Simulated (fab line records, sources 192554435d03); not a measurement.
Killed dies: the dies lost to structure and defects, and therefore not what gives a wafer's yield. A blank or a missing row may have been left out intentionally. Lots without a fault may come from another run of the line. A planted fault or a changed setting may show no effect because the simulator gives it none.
Check of tool commonality -- flow n5-finfet -- 10 lots, 30 wafers sampled

THE REASON FOR OPENING IT
2 of 10 lots carry a flag on the reading TV_OVL at N5_PASSIVATION_OVL_MEAS_60. No-fault wafers: -1 nm, standard deviation 4.8.
Rule: a lot is flagged when every wafer of it that has a number lies more than 4 standard deviations from that mean, or none has a number. All remaining lots are regarded as sound.

lot,measured,on,"TV_OVL (nm), wafer by wafer",flag
L645,day 12 17:37,overlay-01,-5 -6 -4,
L646,day 13 07:44,overlay-02,1 -4 3,
L649,day 13 12:23,overlay-02,-3 0 1,
L650,day 14 16:37,overlay-01,-7 -4 -9,
L654,day 15 18:25,overlay-01,1 4 4,
L656,day 15 18:34,overlay-02,0 6 2,
L655,day 16 07:44,overlay-02,-2 6 -3,
L660,day 17 04:38,overlay-02,417 416 415,FLAGGED
L663,day 17 23:25,overlay-01,415 413 421,FLAGGED
L662,day 18 06:32,overlay-02,5 6 -3,
On average the flagged lots' numbers are 416 nm, which is +417 nm against the usual, or +87 standard deviations.

EACH LOT AND THE TOOL IT RAN ON
Before the reading, the record contains 4 process steps out of a 1938-step route. In each cell: the tool, then ch and the chambers that the sampled wafers went through, then the start.
lot,flag,N5_BEOL_M15_STRIP_64,N5_BEOL_M15_DESCUM_33,N5_MIM_BOT_ETCH_ETCH_00,N5_PASSIVATION_EXPOSE_07
L645,,"rie-diel-03 ch 0,2,3, day 12 07:26 or earlier","rie-diel-06 ch 0,1, day 12 07:26","rie-metal-01 ch 0,1, day 12 15:58","krf-scanner-02 ch 0, day 12 17:25"
L646,,"rie-diel-03 ch 0,1, day 12 14:56 or earlier","rie-diel-03 ch 1,2, day 12 14:56","rie-metal-02 ch 0,1, day 13 06:15","krf-scanner-02 ch 0, day 13 07:32"
L649,,"rie-diel-03 ch 0,1,2, day 13 02:46 or earlier","rie-diel-01 ch 2,3, day 13 02:46","rie-metal-03 ch 0,1, day 13 11:16","krf-scanner-02 ch 0, day 13 12:10"
L650,,"rie-diel-03 ch 1,2, day 14 05:59 or earlier","rie-diel-01 ch 1,3, day 14 05:59","rie-metal-01 ch 0,1, day 14 14:10","krf-scanner-01 ch 0, day 14 16:25"
L654,,"rie-diel-01 ch 0,2, day 15 00:22 or earlier","rie-diel-01 ch 0,2,3, day 15 00:22","rie-metal-01 ch 0, day 15 17:05","krf-scanner-01 ch 0, day 15 18:12"
L656,,"rie-diel-01 ch 0,3, day 15 04:45 or earlier","rie-diel-01 ch 2,3, day 15 04:45","rie-metal-02 ch 0,1, day 15 17:14","krf-scanner-02 ch 0, day 15 18:22"
L655,,"rie-diel-01 ch 1,2, day 15 18:21 or earlier","rie-diel-01 ch 0,1,2, day 15 18:21","rie-metal-01 ch 0,1, day 16 05:02","krf-scanner-01 ch 0, day 16 07:32"
L660,FLAGGED,"rie-diel-01 ch 0,1, day 16 12:17 or earlier","rie-diel-01 ch 0,3, day 16 12:17","rie-metal-02 ch 0,1, day 17 01:40","krf-scanner-01 ch 0, day 17 04:26"
L663,FLAGGED,"rie-diel-03 ch 1,2, day 17 14:16 or earlier","rie-diel-03 ch 0,1, day 17 14:16","rie-metal-01 ch 1, day 17 22:08","krf-scanner-01 ch 0, day 17 23:13"
L662,,"rie-diel-03 ch 0,1,3, day 17 16:07 or earlier","rie-diel-06 ch 1,2,3, day 17 16:07","rie-metal-01 ch 1, day 18 03:13","krf-scanner-02 ch 0, day 18 06:20"
What the steps here do:
- N5_BEOL_M15_STRIP_64: strips in O2.
- N5_BEOL_M15_DESCUM_33: chemistry O2, time 7.9 s.
- N5_MIM_BOT_ETCH_ETCH_00: etches TiN in Cl2/BCl3, target depth 45.5 nm.
- N5_PASSIVATION_EXPOSE_07: exposes mask TV, defocus 0 nm, target cd 3000 nm.
- N5_PASSIVATION_OVL_MEAS_60

FLAGGED AGAINST TOTAL, ONE TOOL AT A TIME (gauges that did the reading follow at the end)
step,tool,lots run,flagged,share of the flagged lots,sound lots run after its first flagged lot
N5_BEOL_M15_STRIP_64,rie-diel-01,4,1,some,0
N5_BEOL_M15_STRIP_64,rie-diel-03,6,1,some,1 (L662)
N5_BEOL_M15_DESCUM_33,rie-diel-01,6,1,some,0
N5_BEOL_M15_DESCUM_33,rie-diel-03,2,1,some,0
N5_BEOL_M15_DESCUM_33,rie-diel-06,2,0,none,-
N5_MIM_BOT_ETCH_ETCH_00,rie-metal-01,6,1,some,1 (L662)
N5_MIM_BOT_ETCH_ETCH_00,rie-metal-02,3,1,some,0
N5_MIM_BOT_ETCH_ETCH_00,rie-metal-03,1,0,none,-
N5_PASSIVATION_EXPOSE_07,krf-scanner-01,5,2,all,0
N5_PASSIVATION_EXPOSE_07,krf-scanner-02,5,0,none,-
N5_PASSIVATION_OVL_MEAS_60,overlay-01,4,1,some,0
N5_PASSIVATION_OVL_MEAS_60,overlay-02,6,1,some,1 (L662)
With no start given for some of its lots, N5_BEOL_M15_STRIP_64 uses the hours and lot order of N5_BEOL_M15_DESCUM_33.

WHAT THE TABLE ALLOWS
In the table, 1 row covers all flagged lots: krf-scanner-01 at N5_PASSIVATION_EXPOSE_07.
- krf-scanner-01 at N5_PASSIVATION_EXPOSE_07: 2 of its 5 lots flagged. Its last sound lot is L655 (day 16 07:32), its first flagged lot L660 (day 17 04:26): a fault that began between those two fits.
Left over: one tool, krf-scanner-01 at N5_PASSIVATION_EXPOSE_07.

WHAT WAS PUT IN BY THE SIMULATOR
Scanner matching overlay: krf-scanner-01, from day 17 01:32 on, at N5_PASSIVATION_EXPOSE_07. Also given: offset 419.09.
Lots struck among those shown: L660, L663. The rule above found the same.
